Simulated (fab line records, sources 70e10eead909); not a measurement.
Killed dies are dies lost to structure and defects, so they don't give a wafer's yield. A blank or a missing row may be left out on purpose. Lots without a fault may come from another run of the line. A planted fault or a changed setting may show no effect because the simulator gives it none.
Chamber matching | flow nand_harc | NHARC_P_ZERO_WELL_ETCH_65 on rie_diel-07: 4 sister chambers
The step etches the open film in N2/H2, target depth 80 nm, overetch 24 nm, time 87.88 s. 16 wafers are shown with their chamber, then 8 later ones without.

WAFERS WITH THEIR CHAMBER
wafer  | chamber | drypump_motor_current_A (A) | rf_vpp_V (V) | oes_product_au (a.u.)
L647.1 | 1       | 5.4                         | 432.8        | 1.024
L647.2 | 0       | 5.1                         | 433.3        | 1.002
L647.5 | 0       | 5.1                         | 431.9        | 1.008
L650.2 | 1       | 5.4                         | 430.4        | 1.012
L650.3 | 2       | 5.4                         | 431.9        | 1.000
L650.5 | 2       | 5.4                         | 432.5        | 1.005
L652.3 | 1       | 5.4                         | 431.3        | 1.011
L652.4 | 1       | 5.4                         | 430.9        | 1.016
L652.5 | 3       | 5.2                         | 427.1        | 0.997
L655.2 | 1       | 5.4                         | 430.9        | 1.002
L655.4 | 2       | 5.4                         | 433.3        | 0.991
L655.6 | 0       | 5.1                         | 432.4        | 1.013
L657.1 | 3       | 5.2                         | 428.2        | 1.005
L657.2 | 1       | 5.4                         | 430.8        | 1.011
L657.3 | 0       | 5.0                         | 433.3        | 1.021
L659.3 | 1       | 5.4                         | 432.5        | 1.012

SIGNATURES (means of the wafers above)
reading                 | chamber 0 | chamber 1 | chamber 2 | chamber 3 | scatter within a chamber
drypump_motor_current_A | 5.075     | 5.400     | 5.400     | 5.200     | 0.025
rf_vpp_V                | 432.725   | 431.371   | 432.567   | 427.650   | 0.82
oes_product_au          | 1.01100   | 1.01257   | 0.99867   | 1.00100   | 0.00699
Rule: a wafer's distance from a chamber is the root of the sum, over the readings, of the square of ((its reading less the chamber's mean) divided by the reading's scatter). The wafer belongs to the nearest chamber; if the next one is less than 2 further off, it can't be placed. The scatter: the root of (the sum of the squares of (reading less its chamber's mean) over the shown wafers, divided by (wafers less chambers)).

WAFERS WITHOUT THEIR CHAMBER
wafer  | drypump_motor_current_A (A) | rf_vpp_V (V) | oes_product_au (a.u.)
L659.4 | 5.1                         | 433.6        | 1.030
L659.6 | 5.4                         | 431.8        | 1.012
L660.4 | 5.2                         | 427.3        | 0.996
L660.5 | 5.4                         | 432.1        | 0.998
L660.6 | 5.2                         | 428.9        | 1.008
L669.3 | 5.4                         | 432.1        | 0.993
L669.4 | 5.1                         | 433.0        | 1.013
L669.6 | 5.4                         | 431.4        | 0.998

WHICH CHAMBER EACH WENT THROUGH
wafer  | from the rows above     | in truth
L659.4 | 0                       | 0
L659.6 | can't be placed: 1 or 2 | 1
L660.4 | 3                       | 3
L660.5 | can't be placed: 2 or 1 | 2
L660.6 | 3                       | 3
L669.3 | can't be placed: 2 or 1 | 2
L669.4 | 0                       | 0
L669.6 | can't be placed: 2 or 1 | 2
Placed correctly: 4 of 8. Can't be placed from these rows: 4 (the true chamber is among the candidates in 4). Placed wrongly: 0.
